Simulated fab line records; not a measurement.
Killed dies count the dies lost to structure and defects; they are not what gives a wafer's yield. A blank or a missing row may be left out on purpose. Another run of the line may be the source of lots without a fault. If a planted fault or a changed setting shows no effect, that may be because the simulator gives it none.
Chamber matching :: flow n5Finfet :: rieDiel-06 running N5_BEOL_M2_STRIP_36: 4 sister chambers
The step strips in N2/H2. 14 wafers are shown with their chamber, then 7 later ones without.

## WAFERS PAIRED WITH THEIR CHAMBERS
wafer: L076.1
chamber: 2
drypumpMotorCurrentA (A): 5.1
throttleValvePct (%): 24.0
showerheadPlenumPTorr (Torr): 2.42

wafer: L076.3
chamber: 1
drypumpMotorCurrentA (A): 5.9
throttleValvePct (%): 24.5
showerheadPlenumPTorr (Torr): 2.40

wafer: L076.4
chamber: 3
drypumpMotorCurrentA (A): 5.7
throttleValvePct (%): 23.5
showerheadPlenumPTorr (Torr): 2.70

wafer: L079.1
chamber: 0
drypumpMotorCurrentA (A): 5.8
throttleValvePct (%): 24.2
showerheadPlenumPTorr (Torr): 2.51

wafer: L079.4
chamber: 3
drypumpMotorCurrentA (A): 5.8
throttleValvePct (%): 23.6
showerheadPlenumPTorr (Torr): 2.70

wafer: L079.6
chamber: 2
drypumpMotorCurrentA (A): 5.1
throttleValvePct (%): 24.0
showerheadPlenumPTorr (Torr): 2.42

wafer: L082.1
chamber: 2
drypumpMotorCurrentA (A): 5.1
throttleValvePct (%): 24.0
showerheadPlenumPTorr (Torr): 2.42

wafer: L082.5
chamber: 0
drypumpMotorCurrentA (A): 5.8
throttleValvePct (%): 24.2
showerheadPlenumPTorr (Torr): 2.51

wafer: L082.6
chamber: 1
drypumpMotorCurrentA (A): 5.9
throttleValvePct (%): 24.2
showerheadPlenumPTorr (Torr): 2.72

wafer: L083.4
chamber: 2
drypumpMotorCurrentA (A): 5.1
throttleValvePct (%): 24.0
showerheadPlenumPTorr (Torr): 2.42

wafer: L083.5
chamber: 1
drypumpMotorCurrentA (A): 5.9
throttleValvePct (%): 24.2
showerheadPlenumPTorr (Torr): 2.71

wafer: L083.6
chamber: 3
drypumpMotorCurrentA (A): 5.7
throttleValvePct (%): 23.6
showerheadPlenumPTorr (Torr): 2.69

wafer: L087.1
chamber: 1
drypumpMotorCurrentA (A): 5.9
throttleValvePct (%): 24.2
showerheadPlenumPTorr (Torr): 2.71

wafer: L087.2
chamber: 0
drypumpMotorCurrentA (A): 5.8
throttleValvePct (%): 24.2
showerheadPlenumPTorr (Torr): 2.50

SIGNATURES (means of the wafers above)
reading: drypumpMotorCurrentA
chamber 0: 5.800
chamber 1: 5.900
chamber 2: 5.100
chamber 3: 5.733
scatter within a chamber: 0.0258

reading: throttleValvePct
chamber 0: 24.200
chamber 1: 24.275
chamber 2: 24.000
chamber 3: 23.567
scatter within a chamber: 0.0861

reading: showerheadPlenumPTorr
chamber 0: 2.5067
chamber 1: 2.6350
chamber 2: 2.4200
chamber 3: 2.6967
scatter within a chamber: 0.0859
Rule: a wafer's distance from a chamber is the root of the sum, over the readings, of the square of ((its reading less the chamber's mean) divided by the reading's scatter). If the next closest chamber is less than 2 further off than the closest, the wafer can't be placed; otherwise it belongs to the closest. The scatter: the root of (the sum of the squares of (reading less its chamber's mean) over the shown wafers, divided by (wafers less chambers)).

## WAFERS WITH NO CHAMBER GIVEN
wafer: L087.6
drypumpMotorCurrentA (A): 5.1
throttleValvePct (%): 24.1
showerheadPlenumPTorr (Torr): 2.41

wafer: L096.3
drypumpMotorCurrentA (A): 5.9
throttleValvePct (%): 24.2
showerheadPlenumPTorr (Torr): 2.70

wafer: L096.4
drypumpMotorCurrentA (A): 5.8
throttleValvePct (%): 23.9
showerheadPlenumPTorr (Torr): 2.50

wafer: L096.5
drypumpMotorCurrentA (A): 5.8
throttleValvePct (%): 23.9
showerheadPlenumPTorr (Torr): 2.50

wafer: L097.2
drypumpMotorCurrentA (A): 5.9
throttleValvePct (%): 24.3
showerheadPlenumPTorr (Torr): 2.70

wafer: L097.3
drypumpMotorCurrentA (A): 5.8
throttleValvePct (%): 23.6
showerheadPlenumPTorr (Torr): 2.68

wafer: L097.4
drypumpMotorCurrentA (A): 5.1
throttleValvePct (%): 24.1
showerheadPlenumPTorr (Torr): 2.40

## WHICH CHAMBER EACH WENT THROUGH
wafer: L087.6
from the rows above: 2
in truth: 2

wafer: L096.3
from the rows above: 1
in truth: 1

wafer: L096.4
from the rows above: can't be placed: 0 or 3
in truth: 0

wafer: L096.5
from the rows above: can't be placed: 0 or 3
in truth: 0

wafer: L097.2
from the rows above: 1
in truth: 1

wafer: L097.3
from the rows above: 3
in truth: 3

wafer: L097.4
from the rows above: 2
in truth: 2
Correct placement for 5 of the 7. These rows do not allow placing 2 (true chamber among the candidates in 2). 0 placed wrongly.
